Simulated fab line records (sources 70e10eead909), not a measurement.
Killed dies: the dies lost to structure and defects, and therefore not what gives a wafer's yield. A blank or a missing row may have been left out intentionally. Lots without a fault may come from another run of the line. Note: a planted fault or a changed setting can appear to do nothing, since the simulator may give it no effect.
A lot that was struck, set against a sound lot ; flow nand_harc ; 13 out of 1302 route steps
Sound: wafers L530.1, L530.3, L530.6. Wafers struck: L534.3, L534.5, L534.6. The cause comes at the end.
Each step with rows lists, per side, the tool, then ch with its chambers, then its first start. Under that, the readings that differ: sound wafers ; struck wafers ; difference of the means ; sigmas: that difference in standard deviations of wafers without a fault.
alike: same words and numbers on both sides, and readings whose means sit less than 2 such deviations apart. not compared: any withheld reading, any reading some wafer has no value for, any bound like >300 that may hide the same value, and any number with overlapping values for which the record gives no deviation.
A row with sigmas, a row that says differs or no value, or rows on one side alone: a step with any of these is where the two part. When numbers do not overlap yet have no deviation, they are printed without sigmas and do not part them. A reading missing from all wafers of one side parts the sides only when that side holds two or more wafers.

NHARC_P_M0_PRE_CLEAN_29: time 30 s.
  sound on pvd_sputter-03; struck on pvd_sputter-03
  alike: heater_power_w
then, 1 step without rows for these wafers: NHARC_P_M0_PVD_20 (deposits TaN, target thk 5 nm, time 8.06 s).
NHARC_P_M0_PVD_21: deposits Cu, target thk 30 nm, time 20.49 s.
  sound on pvd_sputter-03; struck on pvd_sputter-03
  alike: throttle_valve_pct
then, 1 step without rows for these wafers: NHARC_P_M0_ECD_22 (material Cu, target thk 400 nm).
NHARC_P_M0_ANNEAL_30: time 90 s.
  sound on rtp_anneal-01 ch 0, day 6 14:11; struck on rtp_anneal-02 ch 0, day 8 13:52
  alike: wafer_temp_C_max
NHARC_P_M0_CMP_23: polishes, t overpolish 20 s, target thk 117.54 nm.
  sound on cmp-03 ch 1,2, day 6 14:32; struck on cmp-03 ch 0,3, day 8 14:06
  alike: motor_current_A, time_to_endpoint_s
NHARC_P_M0_THK_MEAS_24: measures by xrf.
  sound on film_metro-02, day 6 14:50; struck on film_metro-01, day 8 14:25
  alike: thk_nm
next, for these wafers, 1 step has no rows: NHARC_P_M0_SRD_25.
NHARC_P_M0_INSPECT_27:
  sound on defect_inspect-01, day 6 15:00; struck on defect_inspect-01, day 8 14:34
reading;sound;struck;difference;sigmas
raw_defect_count;383 678 664;254 323 261;-296;-2
then, 1 step without rows for these wafers: NHARC_P_M0_PRE_CLEAN_31 (time 12 s).
NHARC_P_M0_DEP_32: deposits SiCN, target thk 30 nm.
  sound on pecvd-03 ch 0,1, day 6 15:11; struck on pecvd-03 ch 0,1, day 8 14:48
  alike: chamber_pressure_Torr, heater_power_outer_w, heater_power_w
NHARC_P_M1_DEP_00: deposits SiOC, target thk 182.5 nm.
  sound on pecvd-03 ch 1,2, day 6 15:35; struck on pecvd-02 ch 0,1,2, day 8 15:11
  no value came back on the struck wafers for chamber_pressure_Torr (Torr), rf_fwd_power_W (W); on the sound wafers chamber_pressure_Torr (Torr) reads 4.997 4.988 4.976
then, 1 step without rows for these wafers: NHARC_P_M1_DEHYDRATE_01 (time 120 s).

WHERE THEY PART
Last at NHARC_P_M1_DEP_00 as far as this record goes, first at NHARC_P_M0_INSPECT_27.

WHY: whatever the simulator had introduced
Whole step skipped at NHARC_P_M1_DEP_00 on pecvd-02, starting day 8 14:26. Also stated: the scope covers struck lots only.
